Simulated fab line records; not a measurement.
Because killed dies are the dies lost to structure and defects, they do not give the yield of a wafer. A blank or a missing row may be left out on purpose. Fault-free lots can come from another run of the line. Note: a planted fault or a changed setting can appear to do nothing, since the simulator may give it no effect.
fab line records | flow nandHarc
record: lots: 6 wafers: 18 lastDay: 33
route steps=1302 shown A_CONTACT@1103 A_BLC@1107 END@1302
lots with no fault: from the same line, run without faults
startH: hours from the record's opening day to when the first of the lot's shown wafers began | waitH: hours since the lot's step before | " as in the row above | L1.1+2: a single row standing in for several wafers | - no value, or no start given | * or withheld: withheld | < > ~ a bound
route shown NAME@n: names a module that has steps shown in the file, with the first one's number in the route | usual: the fault-free wafers' mean and standard deviation | same: alike in all rows | chamber/n: place in a boat | sites: each site's reading | _std_site: standard deviation across them | _edge_site: outer sites' mean less inner sites' | radiusMm: for every site, how far away it sits from the centre of the wafer | mask NAME#n: copy n | behind: the most recent tool/chamber to have shaped the wafer | hold: why the lot was held/for how many hours/how that ended | device: which transistor (n, p or np) failed to switch | end of line: tests run on the same wafers once the route is complete | a step given without rows: its recipe and nothing more | killed: the dies lost at the first sort to structure and to defects; this is not the yield of the wafer | map: a wafer's dies, marking killed ones x, the rest . and places with no die _
set.NAME: setting as actually run; set.NAME@STEP: the setting as run at that earlier step | model.NAME: the simulator's own value behind a step, which no gauge read
lots seen at some steps along the route; tables by step, rows by wafer
services: a tool's chamber out of use, with start hour (startH, from the record's first day; less than 0 if before it), hours out, and reason
== steps ==
step: NHARC_A_CONTACT_CMP_20
recipe: tOverpolishS: 30 targetThkNm: 300
usual: motorCurrentA: 12.4/0.75 overpolishRunS: 29.999/0.0088 slurryFilterDpKPa: 13.50/0.13 timeToEndpointS: 59.3/2.4
columns lot.wafer tool chamber startH waitH motorCurrentA overpolishRunS slurryFilterDpKPa timeToEndpointS
L610.4 cmp-01 1 518.60 0.7 12.0 29.999 13.40 60.5
L610.2 " 2 " " 12.5 30.015 13.56 56.9
L610.5 " 1 " " 11.2 30.012 13.45 58.8
L612.1 cmp-03 2 533.27 0.6 12.4 30.022 13.42 54.3
L612.6 " 2 " " 12.7 29.988 13.47 53.7
L612.5 " 3 " " 11.6 29.993 13.51 53.9
L621.2 cmp-01 1 610.12 0.7 11.4 29.993 13.51 60.7
L621.3 " 3 " " 12.1 29.994 13.56 62.9
L621.6 " 0 " " 12.8 29.999 13.33 57.7
L622.1 cmp-04 3 636.40 0.7 13.4 29.986 13.63 57.3
L622.6 " 2 " " 12.7 29.995 13.32 58.2
L622.5 " 3 " " 12.4 30.003 13.51 56.8
L625.2 cmp-04 2 674.57 0.6 12.2 30.000 13.57 58.7
L625.1 " 3 " " 12.5 29.998 13.48 57.6
L625.3 " 0 " " 12.1 29.992 13.67 59.2
L633.2 cmp-03 2 754.61 0.6 13.0 29.988 13.57 58.7
L633.4 " 0 " " 14.1 29.985 13.38 60.2
L633.1 " 1 " " 13.3 30.005 13.40 60.0
step: NHARC_A_CONTACT_SRD_22
step: NHARC_A_CONTACT_INSPECT_23
usual: rawDefectCount: 513/150
columns lot.wafer tool chamber startH waitH rawDefectCount
L610.2 defectInspect-02 - 519.00 0.1 609
L610.4 " - " " 589
L610.5 " - " " 611
L612.1 defectInspect-01 - 533.67 0.1 523
L612.5 " - " " 479
L612.6 " - " " 583
L621.2 defectInspect-02 - 610.50 0.1 453
L621.3 " - " " 495
L621.6 " - " " 426
L622.1 defectInspect-01 - 636.77 0.1 441
L622.5 " - " " 361
L622.6 " - " " 523
L625.1 defectInspect-02 - 674.99 0.1 727
L625.2 " - " " 609
L625.3 " - " " 619
L633.1 defectInspect-01 - 755.02 0.1 472
L633.2 " - " " 442
L633.4 " - " " 585
step: NHARC_A_BLC_DEHYDRATE_00
recipe: tempC: 150 timeS: 120
step: NHARC_A_BLC_HMDS_01
recipe: timeS: 30
step: NHARC_A_BLC_COAT_02
recipe: tempC: 260 timeS: 75
step: NHARC_A_BLC_COAT_03
recipe: tempC: 225 timeS: 65
step: NHARC_A_BLC_COAT_04
recipe: spinRpm: 1500 resistThkNm: 90
step: NHARC_A_BLC_SOFTBAKE_05
recipe: tempC: 105 timeS: 55
step: NHARC_A_BLC_EBR_06
step: NHARC_A_BLC_EXPOSE_07
recipe: na: 1.35 targetCdNm: 100 doseMj: 67.97 maskId: A_BLC
step: NHARC_A_BLC_PEB_08
recipe: pebTempC: 100 pebTimeS: 65
usual: heaterPowerTotalW: 156.6/0.41 plateTempC: 100.00/0.13
columns lot.wafer tool chamber startH waitH heaterPowerTotalW plateTempC
L610.2 lithoTrack-04 0 519.43 0.1 157.1 100.16
L610.4 " 0 " " 156.1 100.08
L610.5 " 0 " " 156.6 100.16
L612.1 lithoTrack-01 0 534.09 0.1 157.1 100.12
L612.5 " 0 " " 156.3 100.02
L612.6 " 0 " " 156.9 100.03
L621.2 lithoTrack-04 0 610.80 0.1 131.3 88.04
L621.3 " 0 " " 130.6 88.02
L621.6 " 0 " " 131.3 87.87
L622.1 lithoTrack-04 0 637.20 0.1 130.5 87.79
L622.5 " 0 " " 130.6 88.17
L622.6 " 0 " " 130.2 87.91
L625.1 lithoTrack-06 0 675.42 0.1 157.1 100.17
L625.2 " 0 " " 156.6 100.09
L625.3 " 0 " " 157.0 100.15
L633.1 lithoTrack-06 0 755.44 0.1 156.2 100.20
L633.2 " 0 " " 156.6 100.21
L633.4 " 0 " " 156.9 100.08
step: NHARC_A_BLC_DEVELOP_09
recipe: developTimeS: 35 devTempC: 23
step: NHARC_A_BLC_CD_MEAS_10
recipe: targetCdNm: 100 landingEnergyEv: 500
usual: cdNm: 100.0/0.53
columns lot.wafer tool chamber startH waitH cdNm
L610.2 cdSem-01 0 519.51 - 100.2
L610.4 " 0 " " 99.9
L610.5 " 0 " " 100.3
L612.1 cdSem-01 0 534.17 - 99.8
L612.5 " 0 " " 100.8
L612.6 " 0 " " 100.2
L621.2 cdSem-03 0 610.88 - 38.8
L621.3 " 0 " " 39.1
L621.6 " 0 " " 39.1
L622.1 cdSem-03 0 637.28 - 39.4
L622.5 " 0 " " 39.5
L622.6 " 0 " " 40.7
L625.1 cdSem-03 0 675.50 - 100.8
L625.2 " 0 " " 100.7
L625.3 " 0 " " 100.5
L633.1 cdSem-02 0 755.52 - 100.3
L633.2 " 0 " " 100.3
L633.4 " 0 " " 99.8
step: NHARC_A_BLC_OVL_MEAS_11
usual: overlayXNm: -0.2/0.77 overlayYNm: 0.0/1
columns lot.wafer tool chamber startH waitH overlayXNm overlayYNm
L610.2 overlay-02 - 519.60 - -0.6 -0.1
L610.4 " - " " -0.1 0.0
L610.5 " - " " -0.5 -0.7
L612.1 overlay-01 - 534.26 - -1.4 -1.8
L612.5 " - " " -2.4 -1.7
L612.6 " - " " -1.4 -1.7
L621.2 overlay-02 - 610.97 - 0.1 -0.2
L621.3 " - " " -0.6 -0.7
L621.6 " - " " 0.0 -0.3
L622.1 overlay-01 - 637.37 - 0.0 1.0
L622.5 " - " " 0.0 0.9
L622.6 " - " " 0.2 1.3
L625.1 overlay-02 - 675.59 - 0.5 1.3
L625.2 " - " " 0.8 1.3
L625.3 " - " " 0.7 1.0
L633.1 overlay-02 - 755.61 - 0.5 0.6
L633.2 " - " " 0.5 0.4
L633.4 " - " " 0.5 0.3
step: NHARC_A_BLC_INSPECT_12
usual: rawDefectCount: 74/40
columns lot.wafer tool chamber startH waitH rawDefectCount
L610.2 defectInspect-02 - 519.63 0.0 75
L610.4 " - " " 74
L610.5 " - " " 75
L612.1 defectInspect-02 - 534.30 0.0 80
L612.5 " - " " 65
L612.6 " - " " 77
L621.2 defectInspect-01 - 611.00 0.0 33
L621.3 " - " " 28
L621.6 " - " " 27
L622.1 defectInspect-01 - 637.41 0.0 23
L622.5 " - " " 24
L622.6 " - " " 23
L625.1 defectInspect-02 - 675.62 0.0 104
L625.2 " - " " 81
L625.3 " - " " 98
L633.1 defectInspect-01 - 755.65 0.0 42
L633.2 " - " " 41
L633.4 " - " " 36
step: NHARC_A_BLC_DESCUM_15
recipe: timeS: 3 o2FlowSccm: 200 arFlowSccm: 0 biasPowerW: 0 chemistry: O2
usual: drypumpMotorCurrentA: 5.6/0.37 oesProductAu: 0.999/0.0069 rfVppV: 57.5/0.9 showerheadPlenumPTorr: 1.87/0.089 throttleValvePct: 11.310/0.0083
columns lot.wafer tool chamber startH waitH drypumpMotorCurrentA oesProductAu rfHoursCounterH rfVppV showerheadPlenumPTorr throttleValvePct model.A_BLC.cdNm
L610.4 rieDiel-10 1 519.69 0.1 5.3 0.997 6 55.4 1.79 11.308 99.13
L610.2 " 0 " " 5.5 1.006 7 58.2 2.04 11.314 99.77
L610.5 " 2 " " 5.1 1.009 - 58.1 1.98 11.300 99.9
L612.1 rieDiel-10 2 534.36 0.1 5.1 1.004 8 57.4 1.97 11.321 99.95
L612.6 " 2 " " 5.1 0.996 - 57.1 1.97 11.302 100.4
L612.5 " 3 " " 5.6 1.010 - 57.3 1.83 11.318 100.1
L621.2 rieDiel-10 1 611.07 0.1 5.4 1.001 1 56.7 1.78 11.313 39
L621.3 " 3 " " 5.6 0.999 0 57.4 1.83 11.310 38.73
L621.6 " 1 " " 5.3 1.014 - 57.1 1.78 11.317 38.69
L622.1 rieDiel-08 3 637.49 0.1 5.2 0.991 5 56.6 1.80 11.326 39.91
L622.5 " 0 " " 5.9 0.991 - 56.7 1.85 11.290 40.15
L622.6 " 1 " " 5.8 0.996 - 58.5 2.02 11.310 40.76
L625.3 rieDiel-08 3 675.68 0.1 5.3 1.005 8 58.9 1.80 11.307 100.9
L625.1 " 0 " " 5.9 1.003 8 57.9 1.85 11.312 101.2
L625.2 " 2 " " 6.0 1.000 8 56.8 1.80 11.306 101
L633.4 rieDiel-08 2 755.71 0.1 6.0 1.010 2 56.3 1.80 11.298 100.6
L633.1 " 3 " " 5.3 1.002 2 58.2 1.80 11.307 99.99
L633.2 " 1 " " 5.8 1.010 1 57.9 2.02 11.301 100.1
step: NHARC_A_BLC_ETCH_16
recipe: targetDepthA: 390 overEtchFrac: 0.3 timeS: 65 ionEnergyEv: 80 cf4FlowSccm: 150 arFlowSccm: 0 rfW: 300 biasW: 100 chemistry: CF4
usual: drypumpMotorCurrentA: 5.7/0.37 oesProductAu: 1.000/0.0067 rfVppV: 150.7/1.3 showerheadPlenumPTorr: 1.73/0.077 throttleValvePct: 13.284/0.0087
same: overEtchFrac: 0.3
columns lot.wafer tool chamber startH waitH drypumpMotorCurrentA oesProductAu rfHoursCounterH rfVppV showerheadPlenumPTorr throttleValvePct
L610.4 rieDiel-10 1 519.78 0.1 5.3 0.988 6 148.6 1.66 13.293
L610.2 " 2 " " 5.1 1.002 6 151.9 1.82 13.285
L610.5 " 1 " " 5.3 0.999 - 149.8 1.66 13.280
L612.1 rieDiel-10 0 534.46 0.1 5.5 1.011 9 152.1 1.87 13.274
L612.6 " 2 " " 5.1 0.996 - 152.1 1.82 13.281
L612.5 " 3 " " 5.6 1.015 - 149.9 1.70 13.302
L621.3 rieDiel-10 0 611.16 0.1 5.5 1.016 0 152.0 1.87 13.287
L621.2 " 2 " " 5.1 1.005 1 151.6 1.82 13.281
L621.6 " 0 " " 5.5 1.010 - 152.8 1.87 13.294
L622.1 rieDiel-08 2 637.56 0.1 6.0 0.995 5 149.8 1.67 13.272
L622.5 " 2 " " 6.1 0.985 - 149.8 1.67 13.294
L622.6 " 3 " " 5.2 1.002 - 151.0 1.67 13.298
L625.1 rieDiel-08 2 675.77 0.1 6.0 0.992 8 150.7 1.67 13.287
L625.3 " 3 " " 5.3 0.999 8 149.7 1.67 13.286
L625.2 " 0 " " 5.9 0.994 8 151.4 1.72 13.285
L633.4 rieDiel-08 1 755.79 0.1 5.8 1.006 1 153.1 1.86 13.278
L633.1 " 2 " " 6.1 1.005 2 149.6 1.67 13.290
L633.2 " 3 " " 5.3 0.995 2 150.6 1.67 13.284
step: NHARC_A_BLC_ETCH_17
recipe: targetDepthA: 3900 overEtchFrac: 0.25 timeS: 609.38 ionEnergyEv: 200 n2FlowSccm: 150 h2FlowSccm: 150 arFlowSccm: 0 rfW: 400 biasW: 150 chemistry: N2/H2
usual: drypumpMotorCurrentA: 5.6/0.37 oesProductAu: 1.000/0.0078 rfVppV: 429.2/2.9 showerheadPlenumPTorr: 1.99/0.097 throttleValvePct: 14.170/0.0085
same: overEtchFrac: 0.25
columns lot.wafer tool chamber startH waitH drypumpMotorCurrentA oesProductAu rfHoursCounterH rfVppV showerheadPlenumPTorr throttleValvePct
L610.2 rieDiel-10 2 - - 5.1 0.993 6 432.2 2.11 14.178
L610.4 " 0 " " 5.5 0.991 7 434.1 2.17 14.182
L610.5 " 3 " " 5.6 0.998 - 427.7 1.95 14.169
L612.1 rieDiel-10 0 - - 5.5 1.005 9 434.4 2.17 14.166
L612.6 " 1 " " 5.3 1.009 - 427.8 1.90 14.165
L612.5 " 2 " " 5.1 1.005 - 431.7 2.11 14.167
L621.2 rieDiel-10 0 - - 5.5 1.011 0 435.1 2.17 14.157
L621.3 " 2 " " 5.1 1.002 1 431.7 2.10 14.168
L621.6 " 1 " " 5.3 0.990 - 426.2 1.90 14.176
L622.1 rieDiel-08 2 - - 6.0 0.991 5 426.8 1.91 14.173
L622.6 " 1 " " 5.8 1.001 - 433.8 2.16 14.172
L622.5 " 2 " " 6.0 0.992 - 427.2 1.91 14.183
L625.3 rieDiel-08 2 - - 6.1 0.993 8 427.3 1.91 14.168
L625.1 " 0 " " 5.9 0.988 8 429.7 1.97 14.179
L625.2 " 1 " " 5.8 0.995 7 435.1 2.16 14.167
L633.4 rieDiel-08 0 - - 5.9 0.994 2 428.5 1.97 14.164
L633.1 " 1 " " 5.8 0.994 2 433.2 2.16 14.170
L633.2 " 3 " " 5.3 0.994 2 426.4 1.92 14.184
step: NHARC_A_BLC_ETCH_18
recipe: targetDepthA: 9100 c4f8FlowSccm: 20 o2FlowSccm: 10 arFlowSccm: withheld rfW: 600 biasW: 1500 chemistry: C4F8/O2/Ar
usual: oesProductAu: 0.948/0.022 rfVppV: 975/6
columns lot.wafer tool chamber startH waitH oesProductAu rfHoursCounterH rfVppV model.A_BLC.cdNm
L610.2 rieDiel-10 2 - - 0.962 6 982 100.1
L610.4 " 3 " " 0.985 6 971 99.41
L610.5 " 1 " " 0.959 - 969 100
L612.1 rieDiel-10 3 - - 0.917 8 973 102.6
L612.5 " 2 " " 0.918 - 983 101.4
L612.6 " 3 " " 0.929 - 975 99.59
L621.2 rieDiel-10 3 - - 0.970 1 972 41.15
L621.3 " 1 " " 0.963 1 970 40.47
L621.6 " 3 " " 0.967 - 972 39.48
L622.1 rieDiel-08 2 - - 0.926 5 971 41.39
L622.5 " 3 " " 0.921 - 968 41.8
L622.6 " 0 " " 0.924 - 974 41.24
L625.3 rieDiel-08 2 - - 0.922 8 969 101.8
L625.2 " 3 " " 0.924 8 970 99.5
L625.1 " 0 " " 0.927 8 975 100
L633.4 rieDiel-08 1 - - 0.983 2 985 101.4
L633.1 " 3 " " 0.956 2 972 100.6
L633.2 " 0 " " 0.975 2 974 99.92
step: NHARC_A_BLC_CD_MEAS_19
usual: cdNm: 100.6/1.5
columns lot.wafer tool chamber startH waitH cdNm
L610.2 cdSem-03 - 520.66 - 100.1
L610.4 " - " " 99.7
L610.5 " - " " 99.9
L612.1 cdSem-01 - 535.33 - 103.0
L612.5 " - " " 101.4
L612.6 " - " " 99.9
L621.2 cdSem-03 - 612.04 - 41.1
L621.3 " - " " 40.6
L621.6 " - " " 39.4
L622.1 cdSem-03 - 638.44 - 41.5
L622.5 " - " " 41.7
L622.6 " - " " 41.2
L625.1 cdSem-02 - 677.10 - 100.3
L625.2 " - " " 99.6
L625.3 " - " " 101.8
L633.1 cdSem-01 - 756.67 - 101.2
L633.2 " - " " 99.9
L633.4 " - " " 101.3
step: NHARC_A_BLC_STRIP_29
recipe: cf4FlowSccm: 150 arFlowSccm: 0 biasW: 0 chemistry: CF4
usual: drypumpMotorCurrentA: 5.6/0.38 oesProductAu: 1.001/0.0071 rfVppV: 59.3/0.79 showerheadPlenumPTorr: 1.74/0.082 throttleValvePct: 13.284/0.0097
columns lot.wafer tool chamber startH waitH drypumpMotorCurrentA oesProductAu rfHoursCounterH rfVppV showerheadPlenumPTorr throttleValvePct
L610.2 rieDiel-10 3 520.74 0.1 5.6 1.001 6 60.5 1.70 13.282
L610.4 " 1 " " 5.3 0.984 7 58.4 1.66 13.279
L610.5 " 0 " " 5.5 1.013 - 60.7 1.87 13.283
L612.1 rieDiel-08 2 535.41 0.1 6.1 1.010 8 60.7 1.67 13.285
L612.6 " 1 " " 5.8 1.005 - 59.6 1.86 13.268
L612.5 " 2 " " 6.1 1.001 - 59.3 1.67 13.297
L621.3 rieDiel-08 1 612.12 0.1 5.8 0.981 2 59.1 1.86 13.282
L621.2 " 2 " " 6.1 0.996 4 59.4 1.67 13.283
L621.6 " 0 " " 5.9 1.008 - 59.0 1.72 13.287
L622.1 rieDiel-10 2 638.53 0.1 5.1 1.016 3 59.6 1.82 13.279
L622.6 " 2 " " 5.1 1.007 - 60.2 1.82 13.289
L622.5 " 0 " " 5.5 1.014 - 59.2 1.87 13.281
L625.2 rieDiel-10 1 677.17 0.1 5.3 1.000 7 58.5 1.66 13.285
L625.1 " 2 " " 5.1 1.001 7 60.4 1.82 13.269
L625.3 " 3 " " 5.6 0.994 6 59.2 1.69 13.289
L633.2 rieDiel-08 2 756.75 0.1 6.0 1.009 2 59.3 1.67 13.266
L633.4 " 3 " " 5.3 1.005 2 59.7 1.67 13.277
L633.1 " 1 " " 5.8 1.010 2 59.4 1.86 13.263
step: NHARC_END_SORT_01
recipe: tempC: 25
usual: killedAtArray: 52/20 killedAtOther: 1.0/1.3 killedAtPeriphery: 3.7/2.2 killedDies: 57/20 killedOpen: 3.2/1.6 killedShort: 2.4/1.6
same: grossDies: 677
columns lot.wafer tool chamber startH waitH killedAtArray killedAtOther killedAtPeriphery killedDies killedOpen killedShort
L621.2 prober-02 0 657.03 2.8 671 3 3 677 3 2
L621.3 prober-02 0 657.83 3.1 671 1 5 677 5 2
L621.6 prober-02 0 660.25 4.0 670 1 6 677 4 5
L622.1 prober-02 0 681.31 2.5 672 0 5 677 1 2
L622.5 prober-02 0 684.49 3.7 672 0 5 677 6 3
L622.6 prober-02 0 685.28 4.0 675 0 2 677 3 1
killed by level:class
L621.2 A_BLC:areaPeb=627 A_CONTACT:chamberFilmFlake=9 A_CHANNEL_HOLE_D1:chamberFilmFlake=8 A_BONDPAD:chamberFilmFlake=8 A_STAIRCASE:chamberFilmFlake=6 A_BLC:chamberFilmFlake=3 THIN_TSV:chamberFilmFlake=3 A_BLC:geometricParticle:short=2
L621.3 A_BLC:areaPeb=631 A_STAIRCASE:chamberFilmFlake=10 A_BONDPAD:chamberFilmFlake=7 A_CHANNEL_HOLE_D1:chamberFilmFlake=5 A_CONTACT:chamberFilmFlake=4 A_M0:geometricParticle:open=3 P_M2:chamberFilmFlake=3 A_BLC:chamberFilmFlake=3
L621.6 A_BLC:areaPeb=627 A_CONTACT:chamberFilmFlake=11 A_STAIRCASE:chamberFilmFlake=9 A_BLC:chamberFilmFlake=4 A_BONDPAD:chamberFilmFlake=4 P_M2:chamberFilmFlake=3 A_M0:geometricParticle:short=2 P_GATE:chamberFilmFlake=2
L622.1 A_BLC:areaPeb=649 A_CHANNEL_HOLE_D1:chamberFilmFlake=8 A_STAIRCASE:chamberFilmFlake=5 A_CONTACT:chamberFilmFlake=3 P_GATE:chamberFilmFlake=2 A_SLIT:chamberFilmFlake=2 P_GATE:geometricParticle:short=1 A_DECK1_JOINT:geometricParticle:open=1
L622.5 A_BLC:areaPeb=652 A_STAIRCASE:chamberFilmFlake=6 A_CHANNEL_HOLE_D1:chamberFilmFlake=3 A_CONTACT:chamberFilmFlake=3 P_M0:geometricParticle:open=2 A_SLIT:chamberFilmFlake=2 P_CONTACT:geometricParticle:short=1 P_M1:geometricParticle:open=1
L622.6 A_BLC:areaPeb=649 A_CHANNEL_HOLE_D1:chamberFilmFlake=9 A_STAIRCASE:chamberFilmFlake=4 A_SLIT:chamberFilmFlake=4 A_CONTACT:chamberFilmFlake=4 A_ONON_D1:geometricParticle:open=1 A_BLC:geometricParticle:short=1 A_M0:geometricParticle:open=1
map L621.2 (x killed, . not)
____________x____________
_________xxxxxxx_________
_______xxxxxxxxxxx_______
______xxxxxxxxxxxxx______
_____xxxxxxxxxxxxxxx_____
____xxxxxxxxxxxxxxxxx____
____xxxxxxxxxxxxxxxxx____
___xxxxxxxxxxxxxxxxxxx___
___xxxxxxxxxxxxxxxxxxx___
__xxxxxxxxxxxxxxxxxxxxx__
__xxxxxxxxxxxxxxxxxxxxx__
_xxxxxxxxxxxxxxxxxxxxxxx_
_xxxxxxxxxxxxxxxxxxxxxxx_
_xxxxxxxxxxxxxxxxxxxxxxx_
_xxxxxxxxxxxxxxxxxxxxxxx_
_xxxxxxxxxxxxxxxxxxxxxxx_
xxxxxxxxxxxxxxxxxxxxxxxxx
xxxxxxxxxxxxxxxxxxxxxxxxx
xxxxxxxxxxxxxxxxxxxxxxxxx
xxxxxxxxxxxxxxxxxxxxxxxxx
xxxxxxxxxxxxxxxxxxxxxxxxx
_xxxxxxxxxxxxxxxxxxxxxxx_
_xxxxxxxxxxxxxxxxxxxxxxx_
_xxxxxxxxxxxxxxxxxxxxxxx_
_xxxxxxxxxxxxxxxxxxxxxxx_
_xxxxxxxxxxxxxxxxxxxxxxx_
__xxxxxxxxxxxxxxxxxxxxx__
__xxxxxxxxxxxxxxxxxxxxx__
___xxxxxxxxxxxxxxxxxxx___
___xxxxxxxxxxxxxxxxxxx___
____xxxxxxxxxxxxxxxxx____
____xxxxxxxxxxxxxxxxx____
_____xxxxxxxxxxxxxxx_____
______xxxxxxxxxxxxx______
_______xxxxxxxxxxx_______
_________xxxxxxx_________
____________x____________
map L622.1 (x killed, . not)
____________x____________
_________xxxxxxx_________
_______xxxxxxxxxxx_______
______xxxxxxxxxxxxx______
_____xxxxxxxxxxxxxxx_____
____xxxxxxxxxxxxxxxxx____
____xxxxxxxxxxxxxxxxx____
___xxxxxxxxxxxxxxxxxxx___
___xxxxxxxxxxxxxxxxxxx___
__xxxxxxxxxxxxxxxxxxxxx__
__xxxxxxxxxxxxxxxxxxxxx__
_xxxxxxxxxxxxxxxxxxxxxxx_
_xxxxxxxxxxxxxxxxxxxxxxx_
_xxxxxxxxxxxxxxxxxxxxxxx_
_xxxxxxxxxxxxxxxxxxxxxxx_
_xxxxxxxxxxxxxxxxxxxxxxx_
xxxxxxxxxxxxxxxxxxxxxxxxx
xxxxxxxxxxxxxxxxxxxxxxxxx
xxxxxxxxxxxxxxxxxxxxxxxxx
xxxxxxxxxxxxxxxxxxxxxxxxx
xxxxxxxxxxxxxxxxxxxxxxxxx
_xxxxxxxxxxxxxxxxxxxxxxx_
_xxxxxxxxxxxxxxxxxxxxxxx_
_xxxxxxxxxxxxxxxxxxxxxxx_
_xxxxxxxxxxxxxxxxxxxxxxx_
_xxxxxxxxxxxxxxxxxxxxxxx_
__xxxxxxxxxxxxxxxxxxxxx__
__xxxxxxxxxxxxxxxxxxxxx__
___xxxxxxxxxxxxxxxxxxx___
___xxxxxxxxxxxxxxxxxxx___
____xxxxxxxxxxxxxxxxx____
____xxxxxxxxxxxxxxxxx____
_____xxxxxxxxxxxxxxx_____
______xxxxxxxxxxxxx______
_______xxxxxxxxxxx_______
_________xxxxxxx_________
____________x____________
== services ==
columns tool chamber startH hours kind
cmp-01 - 519.95 3.2 repair
cmp-03 - 521.72 1.3 repair
cmp-01 - 524.38 0.6 repair
cmp-04 - 525.58 2.0 repair
cmp-04 - 527.61 4.0 pm
rieDiel-08 - 528.04 0.5 repair
lithoTrack-06 - 529.00 7.0 pm
rieDiel-08 - 544.80 9.0 pm
cmp-04 - 547.90 1.1 repair
lithoTrack-04 - 553.00 7.0 pm
cmp-04 - 553.76 2.7 repair
cmp-03 - 554.10 4.0 pm
rieDiel-08 1 558.82 10.3 repair
cmp-01 - 585.98 4.0 pm
rieDiel-08 - 595.21 0.5 repair
rieDiel-10 - 596.57 9.0 pm
rieDiel-08 2 619.12 2.3 repair
rieDiel-10 3 638.22 4.4 repair
rieDiel-10 - 692.57 0.8 repair
rieDiel-10 3 708.34 6.6 repair
rieDiel-08 1 710.11 7.4 repair
rieDiel-08 - 714.54 9.4 repair
rieDiel-08 - 723.95 9.0 pm
lithoTrack-04 - 728.00 7.0 pm
== key ==
firstSign: step: NHARC_A_BLC_PEB_08 reading: plateTempC direction: down sigmas: 91 usual: * struck: *
effect: step: NHARC_A_BLC_PEB_08 reading: heaterPowerTotalW direction: down sigmas: 63 usual: * struck: *
effect: step: NHARC_A_BLC_CD_MEAS_10 reading: cdNm direction: down sigmas: 99+ usual: 100.0 struck: 39.4
effect: step: NHARC_A_BLC_CD_MEAS_19 reading: cdNm direction: down sigmas: 41 usual: 100.6 struck: 40.9
effect: step: NHARC_END_SORT_01 reading: killedAtArray direction: up sigmas: 31 usual: 52 struck: 672
modelEffect: step: NHARC_A_BLC_DESCUM_15 value: A_BLC.cdNm without: 100.1 struck: 39.54
modelEffect: step: NHARC_A_BLC_ETCH_18 value: A_BLC.cdNm without: 101.5 struck: 40.92
moreKillsBornAt: NHARC_A_BLC_PEB_08@lithoTrack-04: 3835
metAt NHARC_A_BLC_PEB_08
struckWafers L621.2,L621.3,L621.6,L622.1,L622.5,L622.6
laterRowsLeftOut L621.2,L621.3,L621.6,L622.1,L622.5,L622.6
testerLeftOut L621,L622
onsetBetween 519.43 610.80
fault: kind: processParameterDrift tool: lithoTrack-04 chamber: - onsetH: 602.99 steps: NHARC_A_BLC_PEB_08 channel: pebTempC offset: * shape: step endH: 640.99 actsIn: * stated: *
testerLeftOut: of these lots the tester's yield and bins aren't shown, on N5 and GAA mostly nor the transistor test; their killed dies are dies lost to structure and defects alone, not to doping, threshold or leakage, so they don't give the yield
laterRowsLeftOut: the simulator's readings of these wafers behind a module that went badly wrong aren't trusted and aren't shown, but for the sort
